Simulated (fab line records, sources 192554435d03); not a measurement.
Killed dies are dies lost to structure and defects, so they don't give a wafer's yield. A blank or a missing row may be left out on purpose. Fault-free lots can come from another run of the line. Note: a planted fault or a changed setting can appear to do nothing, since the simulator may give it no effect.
fab line records	flow n5-finfet
record lots=5	wafers=15	last-day=16
route steps=1938 shown BEOL_M2@875 BEOL_M4@1111 PASSIVATION@1936
lots that met no fault: taken from a fault-free run of the same line
start-h: start of the lot's first displayed wafer, in hours after the record's first day	wait-h: hours elapsed since this lot's preceding step	" same as the row above	L1.1+2: a single row standing in for several wafers	- value missing, or start not given	* or withheld: withheld	< > ~ a bound
route shown NAME@n: names a module that has steps shown in the file, with the first one's number in the route	usual: mean/standard deviation of fault-free wafers	same: alike in all rows	chamber/n: place in a boat	sites: readings site by site	_std_site: standard deviation across them	_edge_site: mean of outer sites minus mean of inner sites	radius-mm: how far each site lies from the wafer's centre	mask NAME#n: copy n	behind: the last tool/chamber to shape the wafer	hold: why the lot went on hold/how many hours it stayed there/how the hold came to an end	device: the n, p or np transistor that did not switch	end of line: at the end of the route, the tests of the same wafers	a step given without rows: its recipe and nothing more	killed: at the first sort, the dies lost to defects and structure; wafer yield is something else	map: the dies of a wafer, with x for killed, . for not killed, _ for no die there
set.NAME: setting as actually run; set.NAME@STEP: the setting as run at that earlier step	model.NAME: the simulator's own value behind a step, which no gauge read
lots seen at some steps along the route; tables by step, rows by wafer
services: a tool's chamber out of use, with start hour (start-h, from the record's first day; less than 0 if before it), hours out, and reason
## steps
# step N5_BEOL_M2_DEVELOP_27
# recipe develop-time-s=30	developer=TMAH	resist=CAR-EUV	rinse-liquid=surfactant-rinse	dry=air-spin	dev-temp-c=23
# step N5_BEOL_M2_DESCUM_33
# recipe chemistry=O2	time-s=7	source-power-w=50	bias-power-w=20	pressure-mtorr=20	rf-frequency-hz=2.712e+07	temp-c=40	resist=CAR-EUV	o2-flow-sccm=225
# step N5_BEOL_M2_ETCH_77
# recipe chemistry=N2/H2	target=underlayer	target-depth-a=65	mask-material=CAR-EUV	time-s=5.2	ion-energy-ev=200	pressure-mtorr=30	source-w=840	bias-w=150	n2-flow-sccm=200	h2-flow-sccm=200	ends=cleared
# step N5_BEOL_M2_ETCH_69
# recipe chemistry=CF4	target=SiARC	target-depth-a=156	mask-material=CAR-EUV	time-s=26	ion-energy-ev=80	pressure-mtorr=40	source-w=545	bias-w=36	Ar_flow_sccm=100	cf4-flow-sccm=100	ends=cleared
# step N5_BEOL_M2_ALD_98
# recipe material=SiO2	target-thk-a=25	temp-c=100	ald-precursor-family=BDEAS	ald-co-reactant=O2-plasma	pulse-time-s=1	co-reactant-pulse-time-s=1	purge-time-s=2	co-reactant-purge-time-s=2	ald-cycles=17	pressure-torr=2
# step N5_BEOL_M2_ETCHBACK_99
# recipe chemistry=CHF3	target=SiO2	target-depth-a=50	time-s=10.4	source-w=215	bias-w=47	Ar_flow_sccm=200	CHF3_flow_sccm=12	ion-energy-ev=100	pressure-mtorr=30
# step N5_BEOL_M2_ETCH_70
# recipe chemistry=N2/H2	target=SOC	target-depth-a=800	overetch-a=240	mask-material=SiARC	temp-c=40	time-s=130	ion-energy-ev=200	pressure-mtorr=30	source-w=840	bias-w=150	n2-flow-sccm=200	h2-flow-sccm=200
# step N5_BEOL_M2_STRIP_71
# recipe chemistry=N2/H2	temp-c=40	n2-flow-sccm=200	h2-flow-sccm=200	rf-frequency-hz=6e+07
# step N5_BEOL_M2_STRIP_78
# recipe chemistry=N2/H2	temp-c=40	n2-flow-sccm=200	h2-flow-sccm=200	rf-frequency-hz=6e+07
# step N5_BEOL_M2_VIA_ETCH_34
# recipe chemistry=C4F6/O2	target-depth-a=694	mask-material=SOC	pressure-mtorr=15	ion-energy-ev=250	taper-deg=4	time-s=65.9	source-w=350	bias-w=170	Ar_flow_sccm=300	C4F6_flow_sccm=10	O2_flow_sccm=10
# usual C4F6_flow_sccm=10.000/0.029	O2_flow_sccm=10.00/0.031	drypump-motor-current-A=5.6/0.42	oes-product-au=0.79/0.072	rf-fwd-power-W=347.0/1.3	rf-vpp-V=667/17	showerhead-plenum-p-Torr=2.84/0.076	throttle-valve-pct=30.5/0.35
lot.wafer	tool	chamber	start-h	wait-h	C4F6_flow_sccm	O2_flow_sccm	drypump-motor-current-A	oes-product-au	rf-fwd-power-W	rf-hours-counter-h	rf-vpp-V	showerhead-plenum-p-Torr	throttle-valve-pct	model.SOC_of_BEOL_M2_COAT_67.thk-nm	model.SiARC_of_BEOL_M2_COAT_68.thk-nm
L918.1	rie-diel-02	1	182.34	0.0	9.979	10.00	6.0	0.71	346.6	215	691	2.91	30.6	52.2	0
L918.4	"	0	"	"	9.985	9.97	5.7	0.84	347.4	68	667	2.78	30.5	51.8	0
L918.5	"	3	"	"	9.976	10.02	5.8	0.80	346.6	-	656	2.86	30.4	52.2	0
L927.1	rie-diel-02	3	243.55	0.0	-	-	-	-	-	-	-	-	-	60.2	6
L927.3	"	1	"	"	-	-	-	-	-	-	-	-	-	60.2	5.8
L927.4	"	2	"	"	-	-	-	-	-	-	-	-	-	60	5.8
L926.1	rie-diel-02	3	245.54	0.0	-	-	-	-	-	-	-	-	-	60.2	6
L926.3	"	1	"	"	-	-	-	-	-	-	-	-	-	60.2	5.8
L926.6	"	1	"	"	-	-	-	-	-	-	-	-	-	60.2	5.8
L928.1	rie-diel-05	0	251.11	0.0	-	-	-	-	-	-	-	-	-	60	6.2
L928.2	"	2	"	"	-	-	-	-	-	-	-	-	-	60	6
L928.3	"	3	"	"	-	-	-	-	-	-	-	-	-	59.8	6
L930.2	rie-diel-02	3	260.77	0.0	9.999	9.99	5.8	0.78	346.0	142	656	2.84	30.5	51.6	0
L930.3	"	2	"	"	10.023	9.99	5.3	0.83	347.6	68	695	2.97	30.0	51.8	0
L930.6	"	1	"	"	9.980	9.95	6.0	0.69	345.0	-	690	2.90	30.7	51.8	0
# step N5_BEOL_M2_STRIP_83
# recipe chemistry=C4F6/O2	resist=SiARC	rf-frequency-hz=6e+07
# step N5_BEOL_M4_RC_MEAS_101
# usual DIBL_N=36.5/1.4	DIBL_P=36.6/1.9	IOFF_N=0.167/0.029	IOFF_P=0.21/0.033	ION_N=674/12	ION_P=460/8.9	SS_N=71.6/0.57	SS_P=73.4/0.61	VT_N=249/3.3	VT_P=-250/3.3
lot.wafer	tool	chamber	start-h	wait-h	DIBL_N[mV/V]	DIBL_P[mV/V]	IOFF_N[nA/um]	IOFF_P[nA/um]	ION_N[uA/um]	ION_P[uA/um]	SS_N[mV/dec]	SS_P[mV/dec]	VT_N[mV]	VT_P[mV]
L918.1	prober-02	0	210.20	0.0	37.9	38.3	0.204	0.24	688	470	72.7	73.8	243	-248
L918.4	"	0	"	"	34.2	34.0	0.130	0.18	657	453	71.4	72.8	251	-252
L918.5	"	0	"	"	35.3	35.6	0.145	0.19	667	459	71.3	73.5	251	-251
L930.2	prober-02	0	289.73	0.2	34.5	34.1	0.130	0.17	665	452	71.2	73.4	254	-255
L930.3	"	0	"	"	34.9	34.9	0.131	0.19	664	461	70.8	73.2	257	-253
L930.6	"	0	"	"	34.6	33.9	0.125	0.17	663	449	71.4	73.2	257	-255
# step N5_PASSIVATION_PROBE_49
# usual defect-limited-yield=91.2/1.6	killed_at_M0_to_M3=34/11	killed_at_M4_up=14/5.7	killed-at-contacts=14/6.6	killed-at-front-end=37/10	killed-at-other=4/3.2	killed-dies=104/19	killed-on-rim=14/4.1	killed-open=69/13	killed-short=33/8.7	sort_bin_5_function=5.1/1	sort_bin_6_memory=3.3/0.76	sort-n-pass=1076/19	sort-yield-pct=91.2/1.6
# same gross-dies=1180	killed-at-back-side=0	sort_bin_4_leakage[%]=0	sort_bin_8_speed[%]=0
lot.wafer	tool	chamber	start-h	wait-h	defect-limited-yield[%]	killed_at_M0_to_M3	killed_at_M4_up	killed-at-contacts	killed-at-front-end	killed-at-other	killed-dies	killed-on-rim	killed-open	killed-short	sort_bin_5_function[%]	sort_bin_6_memory[%]	sort-n-pass	sort-yield-pct[%]
L918.1	prober-02	-	308.69	0.0	92.8	31	16	11	23	4	85	8	55	29	3.9	3.1	1095	92.8
L918.4	prober-02	-	308.84	0.2	92.7	33	10	15	26	2	86	14	63	22	4.7	2.6	1094	92.7
L926.1	prober-02	-	373.93	0.0	0	1107	15	12	46	0	1180	152	66	34	96.1	3.6	0	0
L926.3	prober-02	-	374.03	0.1	0	1097	18	16	48	1	1180	152	84	24	96.9	3.0	0	0
L926.6	prober-02	-	374.18	0.3	0	1115	13	13	39	0	1180	152	71	25	96.8	3.1	0	0
L927.1	prober-02	-	379.08	0.0	0	1117	15	6	39	3	1180	152	71	27	96.4	3.3	0	0
L927.3	prober-02	-	379.18	0.1	0	1128	14	5	31	2	1180	152	71	21	97.2	2.5	0	0
L927.4	prober-02	-	379.23	0.2	0	1122	5	16	37	0	1180	152	60	35	96.9	2.9	0	0
L930.2	prober-02	-	390.75	0.1	92.3	16	19	17	34	5	91	13	65	25	4.0	3.6	1089	92.3
L930.3	prober-02	-	390.80	0.1	94.1	17	14	10	22	7	70	6	52	18	3.1	2.6	1110	94.1
L930.6	prober-02	-	390.95	0.3	93.0	20	19	11	33	0	83	10	56	27	5.1	1.5	1097	93.0
L928.1	prober-01	-	395.73	0.0	0	1123	8	7	40	2	1180	152	63	33	96.5	3.2	0	0
L928.2	prober-01	-	395.78	0.1	0	1108	12	14	41	5	1180	152	76	28	96.7	2.9	0	0
L928.3	prober-01	-	395.83	0.1	0	1120	15	9	33	3	1180	152	79	28	96.1	3.5	0	0
# killed by level:class
L918.1 MOL_CONTACT_COAG:geometric-particle:open=8 BEOL_M4:geometric-particle:open=8 BEOL_M0_SAQP:geometric-particle:short=7 BEOL_M0_SAQP:geometric-particle:open=6 BEOL_M1:geometric-particle:open=5 BEOL_M2:geometric-particle:open=5 STARTING-WAFER:geometric-particle:short=5 FIN_SAQP:geometric-particle:short=3
L918.4 MOL_CONTACT_COAG:geometric-particle:open=15 BEOL_M1:geometric-particle:open=9 BEOL_M0_SAQP:geometric-particle:open=6 BEOL_M2:geometric-particle:open=5 BEOL_M3:geometric-particle:open=5 STI_FIN_REVEAL:geometric-particle:short=4 GATE_CUT:geometric-particle:short=4 GATE_CUT:geometric-particle:open=4
L926.1 BEOL_M2:area-etch=1079 FIN_SAQP:geometric-particle:short=14 MOL_CONTACT_COAG:geometric-particle:open=11 FIN_SAQP:geometric-particle:open=10 BEOL_M1:geometric-particle:open=8 BEOL_M0_SAQP:geometric-particle:open=8 BEOL_M0_SAQP:geometric-particle:short=5 STI_FIN_REVEAL:geometric-particle:open=4
L926.3 BEOL_M2:area-etch=1072 FIN_SAQP:geometric-particle:open=20 MOL_CONTACT_COAG:geometric-particle:open=14 BEOL_M0_SAQP:geometric-particle:open=10 FIN_SAQP:geometric-particle:short=6 BEOL_M0_SAQP:geometric-particle:short=6 STI_FIN_REVEAL:geometric-particle:open=5 BEOL_M4:geometric-particle:open=5
L926.6 BEOL_M2:area-etch=1083 FIN_SAQP:geometric-particle:open=12 STI_FIN_REVEAL:geometric-particle:open=11 MOL_CONTACT_COAG:geometric-particle:open=10 BEOL_M2:geometric-particle:open=7 BEOL_M0_SAQP:geometric-particle:short=6 BEOL_M0_SAQP:geometric-particle:open=5 BEOL_M0:geometric-particle:open=5
L927.1 BEOL_M2:area-etch=1081 BEOL_M2:geometric-particle:open=11 BEOL_M3:geometric-particle:open=9 FIN_SAQP:geometric-particle:open=8 FIN_SAQP:geometric-particle:short=8 BEOL_M1:geometric-particle:open=6 GATE_CUT:geometric-particle:short=5 BEOL_M4:geometric-particle:open=5
L927.3 BEOL_M2:area-etch=1088 BEOL_M3:geometric-particle:open=13 FIN_SAQP:geometric-particle:open=9 BEOL_M1:geometric-particle:open=8 BEOL_M0_SAQP:geometric-particle:open=7 BEOL_M8:geometric-particle:open=5 DUMMY_GATE:geometric-particle:open=4 MOL_CONTACT_COAG:geometric-particle:open=4
L927.4 BEOL_M2:area-etch=1082 MOL_CONTACT_COAG:geometric-particle:open=14 BEOL_M3:geometric-particle:open=9 BEOL_M0_SAQP:geometric-particle:short=8 BEOL_M2:geometric-particle:open=7 FIN_SAQP:geometric-particle:open=6 STI_FIN_REVEAL:geometric-particle:short=5 GATE_CUT:geometric-particle:open=5
L930.2 MOL_CONTACT_COAG:geometric-particle:open=14 BEOL_M4:geometric-particle:open=14 STI_FIN_REVEAL:geometric-particle:open=10 BEOL_M2:geometric-particle:open=5 FIN_SAQP:geometric-particle:short=4 FIN_SAQP:geometric-particle:open=4 STI_FIN_REVEAL:geometric-particle:short=4 DUMMY_GATE:geometric-particle:open=3
L930.3 MOL_CONTACT_COAG:geometric-particle:open=6 BEOL_M1:geometric-particle:open=6 BEOL_M4:geometric-particle:open=5 FIN_SAQP:geometric-particle:open=4 STI_FIN_REVEAL:geometric-particle:open=4 MOL_CONTACT_COAG:geometric-particle:short=4 BEOL_M2:geometric-particle:open=4 BEOL_M7:geometric-particle:open=4
L930.6 FIN_SAQP:geometric-particle:open=11 BEOL_M4:geometric-particle:open=9 MOL_CONTACT_COAG:geometric-particle:open=8 BEOL_M1:geometric-particle:open=6 FIN_SAQP:geometric-particle:short=5 BEOL_M1:geometric-particle:short=5 STI_FIN_REVEAL:geometric-particle:open=3 GATE_CUT:geometric-particle:short=3
L928.1 BEOL_M2:area-etch=1083 FIN_SAQP:geometric-particle:open=13 BEOL_M3:geometric-particle:open=8 FIN_SAQP:geometric-particle:short=7 BEOL_M2:geometric-particle:open=7 MOL_CONTACT_COAG:geometric-particle:open=6 BEOL_M0_SAQP:geometric-particle:open=6 BEOL_M0_SAQP:geometric-particle:short=5
L928.2 BEOL_M2:area-etch=1075 STI_FIN_REVEAL:geometric-particle:open=13 MOL_CONTACT_COAG:geometric-particle:open=12 FIN_SAQP:geometric-particle:open=9 BEOL_M1:geometric-particle:open=9 BEOL_M3:geometric-particle:open=9 GATE_CUT:geometric-particle:short=4 BEOL_M0_SAQP:geometric-particle:short=4
L928.3 BEOL_M2:area-etch=1072 BEOL_M0_SAQP:geometric-particle:open=12 BEOL_M2:geometric-particle:open=10 FIN_SAQP:geometric-particle:open=9 MOL_CONTACT_COAG:geometric-particle:open=8 BEOL_M3:geometric-particle:open=8 BEOL_M7:geometric-particle:open=6 FIN_SAQP:geometric-particle:short=4
# map L926.1 (x killed, . not)
_________________xxxxxxxxxxxx________________
______________xxxxxxxxxxxxxxxxxx_____________
___________xxxxxxxxxxxxxxxxxxxxxxxx__________
__________xxxxxxxxxxxxxxxxxxxxxxxxxx_________
________xxxxxxxxxxxxxxxxxxxxxxxxxxxxxx_______
_______xxxxxxxxxxxxxxxxxxxxxxxxxxxxxxxx______
______xxxxxxxxxxxxxxxxxxxxxxxxxxxxxxxxxx_____
_____xxxxxxxxxxxxxxxxxxxxxxxxxxxxxxxxxxxx____
____xxxxxxxxxxxxxxxxxxxxxxxxxxxxxxxxxxxxxx___
___xxxxxxxxxxxxxxxxxxxxxxxxxxxxxxxxxxxxxxxx__
___xxxxxxxxxxxxxxxxxxxxxxxxxxxxxxxxxxxxxxxx__
__xxxxxxxxxxxxxxxxxxxxxxxxxxxxxxxxxxxxxxxxxx_
__xxxxxxxxxxxxxxxxxxxxxxxxxxxxxxxxxxxxxxxxxx_
_xxxxxxxxxxxxxxxxxxxxxxxxxxxxxxxxxxxxxxxxxxxx
_xxxxxxxxxxxxxxxxxxxxxxxxxxxxxxxxxxxxxxxxxxxx
_xxxxxxxxxxxxxxxxxxxxxxxxxxxxxxxxxxxxxxxxxxxx
_xxxxxxxxxxxxxxxxxxxxxxxxxxxxxxxxxxxxxxxxxxxx
_xxxxxxxxxxxxxxxxxxxxxxxxxxxxxxxxxxxxxxxxxxxx
_xxxxxxxxxxxxxxxxxxxxxxxxxxxxxxxxxxxxxxxxxxxx
_xxxxxxxxxxxxxxxxxxxxxxxxxxxxxxxxxxxxxxxxxxxx
_xxxxxxxxxxxxxxxxxxxxxxxxxxxxxxxxxxxxxxxxxxxx
__xxxxxxxxxxxxxxxxxxxxxxxxxxxxxxxxxxxxxxxxxx_
__xxxxxxxxxxxxxxxxxxxxxxxxxxxxxxxxxxxxxxxxxx_
___xxxxxxxxxxxxxxxxxxxxxxxxxxxxxxxxxxxxxxxx__
___xxxxxxxxxxxxxxxxxxxxxxxxxxxxxxxxxxxxxxxx__
____xxxxxxxxxxxxxxxxxxxxxxxxxxxxxxxxxxxxxx___
_____xxxxxxxxxxxxxxxxxxxxxxxxxxxxxxxxxxxx____
______xxxxxxxxxxxxxxxxxxxxxxxxxxxxxxxxxx_____
_______xxxxxxxxxxxxxxxxxxxxxxxxxxxxxxxx______
________xxxxxxxxxxxxxxxxxxxxxxxxxxxxxx_______
__________xxxxxxxxxxxxxxxxxxxxxxxxxx_________
___________xxxxxxxxxxxxxxxxxxxxxxxx__________
______________xxxxxxxxxxxxxxxxxx_____________
_________________xxxxxxxxxxxx________________
# map L927.1 (x killed, . not)
_________________xxxxxxxxxxxx________________
______________xxxxxxxxxxxxxxxxxx_____________
___________xxxxxxxxxxxxxxxxxxxxxxxx__________
__________xxxxxxxxxxxxxxxxxxxxxxxxxx_________
________xxxxxxxxxxxxxxxxxxxxxxxxxxxxxx_______
_______xxxxxxxxxxxxxxxxxxxxxxxxxxxxxxxx______
______xxxxxxxxxxxxxxxxxxxxxxxxxxxxxxxxxx_____
_____xxxxxxxxxxxxxxxxxxxxxxxxxxxxxxxxxxxx____
____xxxxxxxxxxxxxxxxxxxxxxxxxxxxxxxxxxxxxx___
___xxxxxxxxxxxxxxxxxxxxxxxxxxxxxxxxxxxxxxxx__
___xxxxxxxxxxxxxxxxxxxxxxxxxxxxxxxxxxxxxxxx__
__xxxxxxxxxxxxxxxxxxxxxxxxxxxxxxxxxxxxxxxxxx_
__xxxxxxxxxxxxxxxxxxxxxxxxxxxxxxxxxxxxxxxxxx_
_xxxxxxxxxxxxxxxxxxxxxxxxxxxxxxxxxxxxxxxxxxxx
_xxxxxxxxxxxxxxxxxxxxxxxxxxxxxxxxxxxxxxxxxxxx
_xxxxxxxxxxxxxxxxxxxxxxxxxxxxxxxxxxxxxxxxxxxx
_xxxxxxxxxxxxxxxxxxxxxxxxxxxxxxxxxxxxxxxxxxxx
_xxxxxxxxxxxxxxxxxxxxxxxxxxxxxxxxxxxxxxxxxxxx
_xxxxxxxxxxxxxxxxxxxxxxxxxxxxxxxxxxxxxxxxxxxx
_xxxxxxxxxxxxxxxxxxxxxxxxxxxxxxxxxxxxxxxxxxxx
_xxxxxxxxxxxxxxxxxxxxxxxxxxxxxxxxxxxxxxxxxxxx
__xxxxxxxxxxxxxxxxxxxxxxxxxxxxxxxxxxxxxxxxxx_
__xxxxxxxxxxxxxxxxxxxxxxxxxxxxxxxxxxxxxxxxxx_
___xxxxxxxxxxxxxxxxxxxxxxxxxxxxxxxxxxxxxxxx__
___xxxxxxxxxxxxxxxxxxxxxxxxxxxxxxxxxxxxxxxx__
____xxxxxxxxxxxxxxxxxxxxxxxxxxxxxxxxxxxxxx___
_____xxxxxxxxxxxxxxxxxxxxxxxxxxxxxxxxxxxx____
______xxxxxxxxxxxxxxxxxxxxxxxxxxxxxxxxxx_____
_______xxxxxxxxxxxxxxxxxxxxxxxxxxxxxxxx______
________xxxxxxxxxxxxxxxxxxxxxxxxxxxxxx_______
__________xxxxxxxxxxxxxxxxxxxxxxxxxx_________
___________xxxxxxxxxxxxxxxxxxxxxxxx__________
______________xxxxxxxxxxxxxxxxxx_____________
_________________xxxxxxxxxxxx________________
## services
tool	chamber	start-h	hours	kind
rie-diel-05	3	198.03	-	clean
rie-diel-05	3	198.03	-	consumable-replace:focus-ring
rie-diel-05	3	198.03	19.4	scheduled-down
rie-diel-05	3	198.03	19.4	vent-cycle
rie-diel-05	-	250.18	0.4	repair
## key
first-sign step=N5_BEOL_M2_VIA_ETCH_34	reading=tool-record	direction=missing
effect step=N5_PASSIVATION_PROBE_49	reading=killed_at_M0_to_M3	direction=up	sigmas=99+	usual=34	struck=1115
model-effect step=N5_BEOL_M2_VIA_ETCH_34	value=SOC_of_BEOL_M2_COAT_67.thk-nm	without=52.09	struck=60.09
more-kills-born-at N5_BEOL_M2_VIA_ETCH_34@rie-diel-02=6485	N5_BEOL_M2_VIA_ETCH_34@rie-diel-05=3230
met-at N5_BEOL_M2_VIA_ETCH_34
struck-wafers L926.1,L926.3,L926.6,L927.1,L927.3,L927.4,L928.1,L928.2,L928.3
later-rows-left-out L926.1,L926.3,L926.6,L927.1,L927.3,L927.4,L928.1,L928.2,L928.3
onset-between 182.34 243.55
fault kind=skipped-step-whole	tool=rie-diel-02,rie-diel-05	chamber=-	onset-h=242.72	steps=N5_BEOL_M2_VIA_ETCH_34	scope=struck-lots-only
# later-rows-left-out: the simulator's readings of these wafers behind a module that went badly wrong aren't trusted and aren't shown, but for the sort
